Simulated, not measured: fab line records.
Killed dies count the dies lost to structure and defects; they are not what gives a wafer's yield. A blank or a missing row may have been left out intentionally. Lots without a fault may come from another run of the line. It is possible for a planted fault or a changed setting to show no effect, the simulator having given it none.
Which of the tools did it? || flow n5Finfet || 25 wafers from 9 lots sampled at 4 of the route's 1938 steps

## WHAT THE GAUGES READ, wafer by wafer
N5_BEOL_M3_OCD_MEAS_38.
{"lot": "L346", "measured": "day 8 01:20", "on": "ocd-02", "trenchDepthNm (nm)": "54.9 57.3 56.7"}
{"lot": "L348", "measured": "day 8 06:46", "on": "ocd-02", "trenchDepthNm (nm)": "54.6 55.6 55.7"}
{"lot": "L350", "measured": "day 8 16:04", "on": "ocd-02", "trenchDepthNm (nm)": "54.6 53.7 55.0"}
{"lot": "L356", "measured": "day 10 12:43", "on": "ocd-01", "trenchDepthNm (nm)": "54.7 76.1"}
{"lot": "L361", "measured": "day 11 22:11", "on": "ocd-02", "trenchDepthNm (nm)": "55.3 54.5 54.1"}
{"lot": "L362", "measured": "day 11 21:43", "on": "ocd-02", "trenchDepthNm (nm)": "55.2 54.1"}
{"lot": "L363", "measured": "day 12 13:11", "on": "ocd-02", "trenchDepthNm (nm)": "54.4 56.4 56.2"}
{"lot": "L364", "measured": "day 12 17:15", "on": "ocd-01", "trenchDepthNm (nm)": "55.7 55.8 55.8"}
{"lot": "L366", "measured": "day 12 18:51", "on": "ocd-01", "trenchDepthNm (nm)": "56.0 55.1 54.4"}

## WHAT TOOL EACH LOT RAN ON (gives the tool, then ch and the chambers of the sampled wafers, and finally the start)
{"lot": "L346", "N5_BEOL_M3_STRIP_19": "rieDiel-02 ch 1,3, day 7 15:37", "N5_BEOL_M3_ETCH_77": "rieDiel-02 ch 0,2,3, day 7 16:10", "N5_BEOL_M3_TRENCH_ETCH_37": "rieDiel-02 ch 0,2, day 8 01:11"}
{"lot": "L348", "N5_BEOL_M3_STRIP_19": "rieDiel-02 ch 0,1,2, day 8 03:13", "N5_BEOL_M3_ETCH_77": "rieDiel-04 ch 1,2,3, day 8 03:58", "N5_BEOL_M3_TRENCH_ETCH_37": "rieDiel-04 ch 0,1,3, day 8 06:37"}
{"lot": "L350", "N5_BEOL_M3_STRIP_19": "rieDiel-04 ch 0,1,2, day 8 13:43", "N5_BEOL_M3_ETCH_77": "rieDiel-02 ch 0,1,2, day 8 14:16", "N5_BEOL_M3_TRENCH_ETCH_37": "rieDiel-06 ch 0,2,3, day 8 15:55"}
{"lot": "L356", "N5_BEOL_M3_STRIP_19": "rieDiel-06 ch 2,3, day 10 10:35", "N5_BEOL_M3_ETCH_77": "rieDiel-04 ch 0,2, day 10 11:07", "N5_BEOL_M3_TRENCH_ETCH_37": "rieDiel-06 ch 2,3, day 10 12:34"}
{"lot": "L361", "N5_BEOL_M3_STRIP_19": "rieDiel-06 ch 0,2,3, day 11 12:09", "N5_BEOL_M3_ETCH_77": "rieDiel-06 ch 0,1,2, day 11 12:50", "N5_BEOL_M3_TRENCH_ETCH_37": "rieDiel-02 ch 1,2, day 11 22:02"}
{"lot": "L362", "N5_BEOL_M3_STRIP_19": "rieDiel-04 ch 2,3, day 11 16:08", "N5_BEOL_M3_ETCH_77": "rieDiel-06 ch 1,2, day 11 16:41", "N5_BEOL_M3_TRENCH_ETCH_37": "rieDiel-04 ch 1,2, day 11 21:34"}
{"lot": "L363", "N5_BEOL_M3_STRIP_19": "rieDiel-04 ch 0,3, day 12 09:24", "N5_BEOL_M3_ETCH_77": "rieDiel-04 ch 0,3, day 12 10:08", "N5_BEOL_M3_TRENCH_ETCH_37": "rieDiel-02 ch 0,1,2, day 12 13:02"}
{"lot": "L364", "N5_BEOL_M3_STRIP_19": "rieDiel-06 ch 1,2,3, day 12 14:19", "N5_BEOL_M3_ETCH_77": "rieDiel-02 ch 0,1,3, day 12 14:59", "N5_BEOL_M3_TRENCH_ETCH_37": "rieDiel-02 ch 1,3, day 12 17:05"}
{"lot": "L366", "N5_BEOL_M3_STRIP_19": "rieDiel-02 ch 1,3, day 12 17:29", "N5_BEOL_M3_ETCH_77": "rieDiel-06 ch 1,3, day 12 18:06", "N5_BEOL_M3_TRENCH_ETCH_37": "rieDiel-04 ch 2,3, day 12 18:42"}
- N5_BEOL_M3_STRIP_19: strips in O2.
- N5_BEOL_M3_ETCH_77: etches underlayer in N2/H2, target depth 6.5 nm, time 5.2 s.
- N5_BEOL_M3_TRENCH_ETCH_37: etches SiOC in C4F6/O2, target depth 55.555 nm, time 29.2 s.

## THE ANSWER, worked out from the rows above alone
Rule: usual is defined by the lots themselves. Put in order of their means at a reading, lots are off if they are a third of the lots or fewer, leave a main group of 4 or more, and stand apart from it by a gap of 3 or more times the standard deviation of the main group's means; of several such gaps the widest counts. If all means in a main group match to the digits the tables above print for the reading, that group is not used. Also off: a lot with no number at a reading for which 4 or more lots have one. Any other lot the step has rows for is counted as sound.
Off, at N5_BEOL_M3_OCD_MEAS_38 on trenchDepthNm: L356. The main group: mean 55.2 nm, standard deviation 0.61.
A tool fits if, at a process step before that reading, it ran every lot that is off, and no sound lot after the first of them. Those tools and the gauges at N5_BEOL_M3_OCD_MEAS_38 are tried in the same way. One candidate fits, namely rieDiel-06 at N5_BEOL_M3_TRENCH_ETCH_37. A fault onset in the window from L350 (day 8 15:55, its last sound lot) to L356 (day 10 12:34, its first lot off) fits.

## WHAT THE SIMULATOR HAD INSERTED
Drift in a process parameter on rieDiel-06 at N5_BEOL_M3_TRENCH_ETCH_37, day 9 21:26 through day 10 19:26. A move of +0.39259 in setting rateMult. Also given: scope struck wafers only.
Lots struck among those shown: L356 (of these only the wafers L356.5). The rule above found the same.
